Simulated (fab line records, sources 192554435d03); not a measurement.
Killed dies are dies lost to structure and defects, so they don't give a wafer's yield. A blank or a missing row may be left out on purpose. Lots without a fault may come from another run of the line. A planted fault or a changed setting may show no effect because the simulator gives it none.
A struck lot beside a sound one | flow n5_finfet | 37 steps out of a route of 1938
Sound: wafers L945.1, L945.2, L945.3. Struck: wafer L963.4. (L963.2, L963.5 of the same lot were not struck and are left out.) The cause comes at the end.
At each step with rows: each side's tool, then ch and its chambers, then its first start. Under that, the readings that differ: sound wafers | struck wafers | difference of the means | sigmas: that difference in standard deviations of wafers without a fault.
alike: readings whose means differ by less than 2 such deviations, and words and numbers that are the same on both sides. not compared: withheld readings, readings that some wafer has no value for, bounds like >300 that may hide the same value, and numbers for which the record gives no deviation and whose values overlap.
The two part at a step that has a row with sigmas, a row that says differs or no value, or rows on one side only. Numbers that don't overlap but have no deviation are shown without sigmas and don't part them. A reading that every wafer of one side lacks parts them only if that side has two wafers or more.

N5_BEOL_M7_CD_MEAS_28: target cd 40 nm.
  sound on cd_sem-02 ch 0, day 8 10:57; struck on cd_sem-03 ch 0, day 13 11:41
  alike: cd_nm
N5_BEOL_M7_OVL_MEAS_29:
  sound on overlay-02 ch 0, day 8 10:59; struck on overlay-01 ch 0, day 13 11:43
  alike: V6_OVL
N5_BEOL_M7_INSPECT_30: inspects for defects (brightfield).
  sound on defect_inspect-01, day 8 11:02; struck on defect_inspect-02, day 13 11:46
  alike: raw_defect_count
then, 2 steps without rows for these wafers: N5_BEOL_M7_DESCUM_33 (chemistry O2, time 7 s); N5_BEOL_M7_ETCH_72 (etches underlayer in N2/H2, target depth 6.5 nm, time 5.2 s).
N5_BEOL_M7_ETCH_65: etches SiARC in CF4, target depth 15.6 nm, time 26 s.
  sound on rie_diel-04 ch 0,2,3, day 8 11:22; struck on rie_diel-04 ch 0, day 13 11:59
  alike: drypump_motor_current_A, etch_rf_on_time_s, oes_product_au, rf_fwd_power_W, rf_vpp_V, showerhead_plenum_p_Torr, throttle_valve_pct
  not compared: rf_hours_counter_h
N5_BEOL_M7_ETCH_66: etches SOC in N2/H2, target depth 80 nm, overetch 16 nm, time 120 s.
  sound on rie_diel-04 ch 0,2,3, day 8 11:23; struck on rie_diel-04 ch 0, day 13 12:01
  alike: drypump_motor_current_A, h2_flow_sccm, oes_product_au, rf_fwd_power_W, rf_vpp_V, showerhead_plenum_p_Torr, throttle_valve_pct
  not compared: rf_hours_counter_h
then, 5 steps without rows for these wafers: N5_BEOL_M7_STRIP_69 (strips in N2/H2); N5_BEOL_M7_STRIP_73 (strips in N2/H2); N5_BEOL_M7_VIA_ETCH_34 (etches SiCOH lowk in C4F6/O2, target depth 125.5 nm, time 50.5 s); N5_BEOL_M7_STRIP_76 (strips in C4F6/O2); N5_BEOL_M7_STRIP_36 (strips in N2/H2).
N5_BEOL_M7_TRENCH_ETCH_37: etches SiCOH lowk in C4F6/O2, target depth 93.478 nm, time 31.2 s.
  sound on rie_diel-04 ch 0,2,3, day 8 11:35; struck on rie_diel-04 ch 0, day 13 12:13
  reading                             | sound             | struck | difference | sigmas
  rf_fwd_power_W (W)                  | 340.7 341.9 339.8 | 423.1  | +82.3      | +41
  rf_vpp_V (V)                        | 643 677 646       | 607    | -48        | -4
  model.etch.depth_nm (nm)            | 94.11 95.6 94.81  | 102.6  | +7.8       |
  model.BEOL_M7.feature_depth_nm (nm) | 94.2 95.6 94.8    | 102.6  | +7.7       |
  alike: drypump_motor_current_A, oes_product_au, showerhead_plenum_p_Torr, throttle_valve_pct
  not compared: rf_hours_counter_h
then, 2 steps without rows for these wafers: N5_BEOL_M7_ETCH_41 (etches SiCN in CH3F/O2, target depth 31.9 nm, time 57.8 s); N5_BEOL_M7_STRIP_80 (strips in N2/H2, time 10 s).
N5_BEOL_M7_OCD_MEAS_38:
  sound on ocd-01, day 8 11:44; struck on ocd-01, day 13 12:22
  reading              | sound          | struck | difference | sigmas
  trench_depth_nm (nm) | 94.0 95.9 94.7 | 102.5  | +7.6       | +4
then, 4 steps without rows for these wafers: N5_BEOL_M7_HM_STRIP_39 (strips TiN in peroxide tin strip, target depth 25 nm, time 158 s); N5_BEOL_M7_SRD_40 (time 30 s); N5_BEOL_M7_PRECLEAN_42 (cleans in residue remover, time 60 s); N5_BEOL_M7_SRD_43 (time 30 s).
N5_BEOL_M7_CD_MEAS_35: target cd 40 nm.
  sound on cd_sem-02, day 8 11:53; struck on cd_sem-03, day 13 12:31
  alike: cd_nm
N5_BEOL_M7_CURE_75: cures SiCOH lowk, time 120 s.
  sound on uv_cure-02 ch 1, day 8 11:56; struck on uv_cure-03 ch 2, day 13 12:56
  alike: lamp_power_pct, wafer_temp_C_max
then, 1 step without rows for these wafers: N5_BEOL_M7_DEGAS_44 (time 60 s).
N5_BEOL_M7_PRE_CLEAN_45: time 30 s.
  sound on pvd_sputter-03, day 8 12:19; struck on pvd_sputter-01, day 13 13:32
  alike: heater_power_w, susceptor_temp_C
then, 1 step without rows for these wafers: N5_BEOL_M7_ALD_77 (deposits TaN, target thk 2 nm, pulse time 2 s, purge time 3 s).
N5_BEOL_M7_SURFACE_TREAT_79:
  sound on pvd_sputter-03, day 8 12:52; struck on pvd_sputter-03, day 13 14:05
  not compared: throttle_valve_pct
then, 4 steps without rows for these wafers: N5_BEOL_M7_CVD_78 (deposits Co from CCTBA/H2, target thk 2 nm, time 142.3 s); N5_BEOL_M7_SPUTTER_48 (material Cu, target thk 10 nm, time 1.667 s); N5_BEOL_M7_ECD_50 (material Cu, target thk 300 nm); N5_BEOL_M7_ANNEAL_51 (time 90 s).
N5_BEOL_M7_CMP_52: polishes, stops on SiCOH lowk, t overpolish 6.9 s, target thk 80 nm.
  sound on cmp-04 ch 0,1,3, day 8 13:34; struck on cmp-01 ch 2, day 13 15:50
  reading                                | sound             | struck | difference | sigmas
  barrier_field_endpoint_s (s)           | 29.9 29.3 28.6    | 27.7   | -1.6       | -2
  motor_current_A (A)                    | 6.3 5.2 5.9       | 8.1    | +2.3       | +3
  overpolish_run_s (s)                   | 6.895 6.902 6.892 | 6.921  | +0.025     | +3
  model.Cu_of_BEOL_M7_ECD_50.thk_nm (nm) | 80.6 83 82.8      | 89     | +7         |
  alike: slurry_filter_dp_kPa, time_to_endpoint_s
N5_BEOL_M7_THK_MEAS_53: measures by xrf.
  sound on film_metro-01, day 8 13:52; struck on film_metro-01, day 13 16:08
  reading     | sound          | struck | difference | sigmas
  M7_THK (nm) | 77.9 80.3 80.3 | 86.3   | +6.8       | +3
then, 2 steps without rows for these wafers: N5_BEOL_M7_PRE_CLEAN_55 (time 15 s); N5_BEOL_M7_DEP_56 (deposits SiCN from 3MS/NH3, target thk 10 nm, time 17.5 s).
N5_BEOL_M7_RS_MEAS_57: measures by four-point-probe.
  sound on film_metro-01, day 8 13:59; struck on film_metro-01, day 13 16:16
  reading        | sound             | struck | difference | sigmas
  M7_RS (ohm/sq) | 0.284 0.274 0.275 | 0.253  | -0.025     | -3
N5_BEOL_M7_INSPECT_58: inspects for defects (darkfield).
  sound on defect_inspect-01, day 8 14:01; struck on defect_inspect-01, day 13 16:18
  reading          | sound     | struck | difference | sigmas
  raw_defect_count | 64 43 101 | 163    | +94        | +4
N5_PASSIVATION_PROBE_49:
  the record has rows for the sound wafers here (prober-02, day 11 08:49) and none for the struck ones

WHERE THEY PART
First at N5_BEOL_M7_TRENCH_ETCH_37; last, within this record, at N5_PASSIVATION_PROBE_49.

WHY: what the simulator had put in
Process parameter drift: rie_diel-04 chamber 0, from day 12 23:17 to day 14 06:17, at N5_BEOL_M7_TRENCH_ETCH_37. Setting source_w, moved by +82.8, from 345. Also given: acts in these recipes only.
